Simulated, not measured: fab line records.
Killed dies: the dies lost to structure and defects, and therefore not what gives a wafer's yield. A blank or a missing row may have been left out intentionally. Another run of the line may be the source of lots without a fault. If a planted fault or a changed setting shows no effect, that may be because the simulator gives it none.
Lot-split experiment || flow n5-finfet || 7 lots, 39 wafers read, on a route of 1938 steps

THE SPLIT ITSELF
At N5_BEOL_M10_ILD_DEP_00 (deposits SiCOH lowk from DEMS/porogen, target thk 308.51 nm, time 58 s), the setting target-thk-a was moved away from the recipe's 3085.1 angstrom on 15 of the 39 wafers read, by -58.3% to +45.4%. This setting was run at the recipe's value on the other wafers.

FROM SPLIT TO READING: 1 step shown by the file between the two
- N5_BEOL_M10_CURE_71: cures SiCOH lowk, time 240 s

THE READING
M10_ILD_THK in nanometres, read at N5_BEOL_M10_THK_MEAS_01. Typical for fault-free wafers on this fab line: 268 nm, with standard deviation 3.4 nm.

{"wafer": "L074.1", "tool, chamber at the split": "pecvd-04, 1", "target-thk-a as run, angstrom": 4077, "against the recipe": "+32.2%", "M10_ILD_THK, nm": 354, "against lot-mates on the recipe": "+88"}
{"wafer": "L074.2", "tool, chamber at the split": "pecvd-04, 2", "target-thk-a as run, angstrom": 3085.1, "against the recipe": "recipe", "M10_ILD_THK, nm": 264, "against lot-mates on the recipe": "-"}
{"wafer": "L074.3", "tool, chamber at the split": "pecvd-04, 0", "target-thk-a as run, angstrom": 3085.1, "against the recipe": "recipe", "M10_ILD_THK, nm": 264, "against lot-mates on the recipe": "-"}
{"wafer": "L074.4", "tool, chamber at the split": "pecvd-04, 0", "target-thk-a as run, angstrom": 4077, "against the recipe": "+32.2%", "M10_ILD_THK, nm": 357, "against lot-mates on the recipe": "+91"}
{"wafer": "L074.5", "tool, chamber at the split": "pecvd-04, 1", "target-thk-a as run, angstrom": 3085.1, "against the recipe": "recipe", "M10_ILD_THK, nm": 270, "against lot-mates on the recipe": "-"}
{"wafer": "L074.6", "tool, chamber at the split": "pecvd-04, 2", "target-thk-a as run, angstrom": 4077, "against the recipe": "+32.2%", "M10_ILD_THK, nm": 360, "against lot-mates on the recipe": "+94"}
{"wafer": "L078.1", "tool, chamber at the split": "pecvd-03, 0", "target-thk-a as run, angstrom": 3085.1, "against the recipe": "recipe", "M10_ILD_THK, nm": 268, "against lot-mates on the recipe": "-"}
{"wafer": "L078.2", "tool, chamber at the split": "pecvd-03, 2", "target-thk-a as run, angstrom": 3085.1, "against the recipe": "recipe", "M10_ILD_THK, nm": 265, "against lot-mates on the recipe": "-"}
{"wafer": "L078.3", "tool, chamber at the split": "pecvd-03, 1", "target-thk-a as run, angstrom": 3085.1, "against the recipe": "recipe", "M10_ILD_THK, nm": 268, "against lot-mates on the recipe": "-"}
{"wafer": "L078.4", "tool, chamber at the split": "pecvd-03, 1", "target-thk-a as run, angstrom": 3085.1, "against the recipe": "recipe", "M10_ILD_THK, nm": 276, "against lot-mates on the recipe": "-"}
{"wafer": "L078.5", "tool, chamber at the split": "pecvd-03, 2", "target-thk-a as run, angstrom": 3085.1, "against the recipe": "recipe", "M10_ILD_THK, nm": 271, "against lot-mates on the recipe": "-"}
{"wafer": "L078.6", "tool, chamber at the split": "pecvd-03, 0", "target-thk-a as run, angstrom": 3085.1, "against the recipe": "recipe", "M10_ILD_THK, nm": 269, "against lot-mates on the recipe": "-"}
{"wafer": "L080.1", "tool, chamber at the split": "pecvd-04, 1", "target-thk-a as run, angstrom": 3085.1, "against the recipe": "recipe", "M10_ILD_THK, nm": 262, "against lot-mates on the recipe": "-"}
{"wafer": "L080.2", "tool, chamber at the split": "pecvd-04, 2", "target-thk-a as run, angstrom": 3085.1, "against the recipe": "recipe", "M10_ILD_THK, nm": 263, "against lot-mates on the recipe": "-"}
{"wafer": "L080.3", "tool, chamber at the split": "pecvd-04, 0", "target-thk-a as run, angstrom": 4219, "against the recipe": "+36.8%", "M10_ILD_THK, nm": 364, "against lot-mates on the recipe": "+100"}
{"wafer": "L080.4", "tool, chamber at the split": "pecvd-04, 1", "target-thk-a as run, angstrom": 4219, "against the recipe": "+36.8%", "M10_ILD_THK, nm": 368, "against lot-mates on the recipe": "+104"}
{"wafer": "L080.5", "tool, chamber at the split": "pecvd-04, 2", "target-thk-a as run, angstrom": 3085.1, "against the recipe": "recipe", "M10_ILD_THK, nm": 268, "against lot-mates on the recipe": "-"}
{"wafer": "L080.6", "tool, chamber at the split": "pecvd-04, 0", "target-thk-a as run, angstrom": 4219, "against the recipe": "+36.8%", "M10_ILD_THK, nm": 369, "against lot-mates on the recipe": "+105"}
{"wafer": "L088.1", "tool, chamber at the split": "pecvd-01, 1", "target-thk-a as run, angstrom": 3085.1, "against the recipe": "recipe", "M10_ILD_THK, nm": 268, "against lot-mates on the recipe": "-"}
{"wafer": "L088.3", "tool, chamber at the split": "pecvd-01, 0", "target-thk-a as run, angstrom": 3085.1, "against the recipe": "recipe", "M10_ILD_THK, nm": 269, "against lot-mates on the recipe": "-"}
{"wafer": "L088.5", "tool, chamber at the split": "pecvd-01, 2", "target-thk-a as run, angstrom": 3085.1, "against the recipe": "recipe", "M10_ILD_THK, nm": 274, "against lot-mates on the recipe": "-"}
{"wafer": "L097.1", "tool, chamber at the split": "pecvd-01, 2", "target-thk-a as run, angstrom": 3085.1, "against the recipe": "recipe", "M10_ILD_THK, nm": 266, "against lot-mates on the recipe": "-"}
{"wafer": "L097.2", "tool, chamber at the split": "pecvd-01, 0", "target-thk-a as run, angstrom": 3085.1, "against the recipe": "recipe", "M10_ILD_THK, nm": 269, "against lot-mates on the recipe": "-"}
{"wafer": "L097.3", "tool, chamber at the split": "pecvd-01, 1", "target-thk-a as run, angstrom": 4102, "against the recipe": "+33.0%", "M10_ILD_THK, nm": 356, "against lot-mates on the recipe": "+87"}
{"wafer": "L097.4", "tool, chamber at the split": "pecvd-01, 1", "target-thk-a as run, angstrom": 4102, "against the recipe": "+33.0%", "M10_ILD_THK, nm": 363, "against lot-mates on the recipe": "+94"}
{"wafer": "L097.5", "tool, chamber at the split": "pecvd-01, 0", "target-thk-a as run, angstrom": 4102, "against the recipe": "+33.0%", "M10_ILD_THK, nm": 363, "against lot-mates on the recipe": "+94"}
{"wafer": "L097.6", "tool, chamber at the split": "pecvd-01, 2", "target-thk-a as run, angstrom": 3085.1, "against the recipe": "recipe", "M10_ILD_THK, nm": 271, "against lot-mates on the recipe": "-"}
{"wafer": "L094.1", "tool, chamber at the split": "pecvd-04, 2", "target-thk-a as run, angstrom": 3085.1, "against the recipe": "recipe", "M10_ILD_THK, nm": 266, "against lot-mates on the recipe": "-"}
{"wafer": "L094.2", "tool, chamber at the split": "pecvd-04, 0,1", "target-thk-a as run, angstrom": 1286, "against the recipe": "-58.3%", "M10_ILD_THK, nm": 110, "against lot-mates on the recipe": -157}
{"wafer": "L094.3", "tool, chamber at the split": "pecvd-04, 1", "target-thk-a as run, angstrom": 3085.1, "against the recipe": "recipe", "M10_ILD_THK, nm": 266, "against lot-mates on the recipe": "-"}
{"wafer": "L094.4", "tool, chamber at the split": "pecvd-04, 0", "target-thk-a as run, angstrom": 1286, "against the recipe": "-58.3%", "M10_ILD_THK, nm": 109, "against lot-mates on the recipe": -158}
{"wafer": "L094.5", "tool, chamber at the split": "pecvd-04, 0,1", "target-thk-a as run, angstrom": 1286, "against the recipe": "-58.3%", "M10_ILD_THK, nm": 110, "against lot-mates on the recipe": -157}
{"wafer": "L094.6", "tool, chamber at the split": "pecvd-04, 2", "target-thk-a as run, angstrom": 3085.1, "against the recipe": "recipe", "M10_ILD_THK, nm": 269, "against lot-mates on the recipe": "-"}
{"wafer": "L089.1", "tool, chamber at the split": "pecvd-04, 1", "target-thk-a as run, angstrom": 3085.1, "against the recipe": "recipe", "M10_ILD_THK, nm": 269, "against lot-mates on the recipe": "-"}
{"wafer": "L089.2", "tool, chamber at the split": "pecvd-04, 0", "target-thk-a as run, angstrom": 3085.1, "against the recipe": "recipe", "M10_ILD_THK, nm": 267, "against lot-mates on the recipe": "-"}
{"wafer": "L089.3", "tool, chamber at the split": "pecvd-04, 2", "target-thk-a as run, angstrom": 4486, "against the recipe": "+45.4%", "M10_ILD_THK, nm": 388, "against lot-mates on the recipe": "+120"}
{"wafer": "L089.4", "tool, chamber at the split": "pecvd-04, 0", "target-thk-a as run, angstrom": 4486, "against the recipe": "+45.4%", "M10_ILD_THK, nm": 395, "against lot-mates on the recipe": "+127"}
{"wafer": "L089.5", "tool, chamber at the split": "pecvd-04, 2", "target-thk-a as run, angstrom": 3085.1, "against the recipe": "recipe", "M10_ILD_THK, nm": 269, "against lot-mates on the recipe": "-"}
{"wafer": "L089.6", "tool, chamber at the split": "pecvd-04, 1", "target-thk-a as run, angstrom": 4486, "against the recipe": "+45.4%", "M10_ILD_THK, nm": 398, "against lot-mates on the recipe": "+130"}
If several chambers appear in one row, that row covers several wafers at once and the file leaves open which wafer was in which chamber.

THE FIT
A straight line over all 39 wafers: M10_ILD_THK changes by +2.74 nm for each +1% of target-thk-a; r = +1.00; the points scatter about the line by 3.3 nm.
The same after taking each lot's own level away (the mean of its wafers on the recipe; 39 wafers): +2.75 nm for each +1%; r = +1.00; scatter 2.9 nm.
That fit puts the effect of the largest move of target-thk-a on the reading at 1.6e+02 nm.
The span of the lots' own levels, 264.3 to 270.3 nm, comes to 1.8 times the standard deviation stated above.
Consequently the slope shifts little with the lot-to-lot level, the two slopes agreeing.
Check: for one of the wafers moved furthest among these (-58.3%), held out of the fit, the line's prediction against its lot-mates is -160 nm. Against them it came out at -157 nm.

THE WHOLE CHAIN: every reading that the file lists as answering this split, in the file's order
{"step": "N5_BEOL_M10_ILD_DEP_00", "what it does": "deposits SiCOH lowk from DEMS/porogen, target thk 308.51 nm, time 58 s", "reading": "SiCOH_lowk_of_BEOL_M10_ILD_DEP_00.thk-nm (the simulator's own value, which no gauge read)", "change (the file's fit)": "+3.11 nm for each +1% of the setting", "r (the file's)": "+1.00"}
{"step": "N5_BEOL_M10_CURE_71", "what it does": "cures SiCOH lowk, time 240 s", "reading": "SiCOH_lowk_of_BEOL_M10_ILD_DEP_00.thk-nm (the simulator's own value, which no gauge read)", "change (the file's fit)": "+2.75 nm for each +1% of the setting", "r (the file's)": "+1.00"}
{"step": "N5_BEOL_M10_THK_MEAS_01", "what it does": "", "reading": "M10_ILD_THK", "change (the file's fit)": "+2.75 for each +1% of the setting", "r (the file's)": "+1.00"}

FILE'S OWN FIT
M10_ILD_THK changes by +2.75 nm for each +1% of target-thk-a, r = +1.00.
